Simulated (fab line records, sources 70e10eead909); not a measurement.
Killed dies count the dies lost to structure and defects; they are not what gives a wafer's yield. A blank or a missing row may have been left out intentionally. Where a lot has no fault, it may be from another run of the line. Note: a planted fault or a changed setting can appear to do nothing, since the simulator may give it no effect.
Matching of chambers / flow nand harc / NHARC_A_M0_PRE_CLEAN_31 on pecvd-03: 3 sister chambers
The step time 12 s. 3 wafers are shown with their chamber, then 7 later ones without.

EACH WAFER AND ITS CHAMBER
wafer=L078.6; chamber=0; heater power w (W)=609
wafer=L087.1; chamber=2; heater power w (W)=494
wafer=L087.5; chamber=1; heater power w (W)=589

WAFERS MISSING THEIR CHAMBER
wafer=L087.6; heater power w (W)=483
wafer=L094.2; heater power w (W)=710
wafer=L094.5; heater power w (W)=599
wafer=L094.6; heater power w (W)=703
wafer=L097.3; heater power w (W)=646
wafer=L097.4; heater power w (W)=571
wafer=L097.6; heater power w (W)=646

CHAMBER TAKEN BY EACH
wafer=L087.6; from the rows above=can't be placed: 2 or 1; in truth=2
wafer=L094.2; from the rows above=can't be placed: 0 or 1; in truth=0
wafer=L094.5; from the rows above=can't be placed: 0 or 1 or 2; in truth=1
wafer=L094.6; from the rows above=can't be placed: 0 or 1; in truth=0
wafer=L097.3; from the rows above=can't be placed: 0 or 1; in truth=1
wafer=L097.4; from the rows above=can't be placed: 1 or 0 or 2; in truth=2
wafer=L097.6; from the rows above=can't be placed: 0 or 1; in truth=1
Correct placement for 0 of the 7. Unplaceable from these rows: 7, with the true chamber sitting among the candidates in 7. Wrongly placed: 0.
How it was worked out, from the rows above alone: a wafer's distance from a chamber is the root of the sum, over the readings, of the square of ((its reading less the chamber's mean) divided by the reading's scatter). If the next closest chamber is less than 2 further off than the closest, the wafer can't be placed; otherwise it belongs to the closest. A chamber's mean is the mean of its shown wafers. The scatter: root of mean squared gap, hidden wafer to nearest shown wafer, with one shown wafer a chamber.
